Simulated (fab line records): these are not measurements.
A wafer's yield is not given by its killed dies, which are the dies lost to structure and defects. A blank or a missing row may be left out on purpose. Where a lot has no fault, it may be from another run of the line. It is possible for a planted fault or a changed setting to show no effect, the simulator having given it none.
Struck lot and sound lot, side by side -- flow nandHarc -- 14 steps out of a route of 1302
Sound: the wafers L531.2, L531.3, L531.5. Struck: wafer L539.1. (L539.4, L539.5 of the same lot were not struck and are left out.) The cause comes at the end.
Each step with rows lists, per side, the tool, then ch with its chambers, then its first start. Under that, the readings that differ: sound wafers -- struck wafers -- difference of the means -- sigmas: that difference in standard deviations of wafers without a fault.
alike: a reading whose means differ by less than 2 such deviations, as well as words and numbers matching on both sides. not compared: withheld readings; readings where some wafer has no value; bounds like >300 that might hide an equal value; numbers whose values overlap and for which the record gives no deviation.
Wherever a step has rows on one side only, a row that says differs or no value, or a row with sigmas, the two part there. Numbers that have no deviation but don't overlap get no sigmas and don't part them. A reading missing from all wafers of one side parts the sides only when that side holds two or more wafers.

NHARC_A_STAIRCASE_DESCUM_219: chemistry O2, time 3 s.
  sound on rieDiel-07 ch 0,2, day 18 17:02; struck on rieDiel-07 ch 0, day 21 18:15
  alike: drypumpMotorCurrentA, o2FlowSccm, oesProductAu, rfVppV, showerheadPlenumPTorr, throttleValvePct
  not compared: rfHoursCounterH
then, 3 steps without rows for these wafers: NHARC_A_STAIRCASE_TRIM_220 (chemistry O2, time 211.2 s); NHARC_A_STAIRCASE_ETCH_221 (etches the open film in C4F8/O2, target depth 100 nm, time 40.5 s); NHARC_A_STAIRCASE_TRIM_222 (chemistry O2, time 211.2 s).
NHARC_A_STAIRCASE_ETCH_223: etches the open film in C4F8/O2, target depth 100 nm, time 40.5 s.
  sound on rieDiel-03 ch 0,1,3; struck on rieDiel-07 ch 0
  alike: oesProductAu, rfVppV
  not compared: rfHoursCounterH
NHARC_A_STAIRCASE_TRIM_224: chemistry O2, time 211.2 s.
  sound on rieDiel-03 ch 1,2,3; struck on rieDiel-07 ch 0
reading,sound,struck,difference,sigmas
o2FlowSccm (sccm),501.7 500.7 499.2,497.2,-3.3,-2
  alike: drypumpMotorCurrentA, oesProductAu, rfVppV, showerheadPlenumPTorr, throttleValvePct
  not compared: rfHoursCounterH
then, 1 step without rows for these wafers: NHARC_A_STAIRCASE_ETCH_225 (etches the open film in C4F8/O2, target depth 100 nm, time 40.5 s).
NHARC_A_STAIRCASE_TRIM_226: chemistry O2, time 211.2 s.
  sound on rieDiel-03 ch 1,3; struck on rieDiel-07 ch 3
reading,sound,struck,difference,sigmas
showerheadPlenumPTorr (Torr),3.37 3.27 3.27,3.63,+0.33,+2
  alike: drypumpMotorCurrentA, o2FlowSccm, oesProductAu, rfVppV, throttleValvePct
  not compared: rfHoursCounterH
then, 2 steps without rows for these wafers: NHARC_A_STAIRCASE_ETCH_227 (etches the open film in C4F8/O2, target depth 100 nm, time 40.5 s); NHARC_A_STAIRCASE_TRIM_229 (chemistry O2, time 211.2 s).
NHARC_A_STAIRCASE_ETCH_230: etches the open film in C4F8/O2, target depth 100 nm, time 40.5 s.
  sound on rieDiel-07 ch 0,3; struck on rieDiel-10 ch 3
  alike: oesProductAu, rfVppV
  not compared: rfHoursCounterH
NHARC_A_STAIRCASE_TRIM_231: chemistry O2, time 211.2 s.
  sound on rieDiel-07 ch 0,1, day 18 23:39; struck on rieDiel-10 ch 3, day 21 19:39
reading,sound,struck,difference,sigmas
drypumpMotorCurrentA (A),6.1 5.6 6.1,4.7,-1.2,-2
oesProductAu (a.u.),0.990 0.992 0.987,1.200,+0.210,+19
throttleValvePct (%),17.027 17.034 17.050,17.011,-0.026,-3
  alike: o2FlowSccm, rfVppV, showerheadPlenumPTorr
  not compared: rfHoursCounterH
then, 1 step without rows for these wafers: NHARC_A_STAIRCASE_ETCH_232 (etches the open film in C4F8/O2, target depth 100 nm, time 40.5 s).
-- break in the record here, with 8 days between the starts of the struck wafers on either side (left off in module A_STAIRCASE, picked up again in module END, where the first step shown is number 1302 on the route) --
NHARC_END_SORT_01:
  sound on prober-01 ch 0, day 27 14:17; struck on prober-01 ch 0, day 30 05:26
reading,sound,struck,difference,sigmas
hold,- - -,awaitDispo/2.7h/release,no value on the sound wafers,
killedAtArray,69 69 57,544,+479,+24
killedDies,70 72 61,550,+482,+23
  alike: killedAtOther, killedAtPeriphery, killedOpen, killedShort

WHERE THEY PART
Last at NHARC_END_SORT_01 as far as this record goes, first at NHARC_A_STAIRCASE_TRIM_224.

WHY: whatever the simulator had introduced
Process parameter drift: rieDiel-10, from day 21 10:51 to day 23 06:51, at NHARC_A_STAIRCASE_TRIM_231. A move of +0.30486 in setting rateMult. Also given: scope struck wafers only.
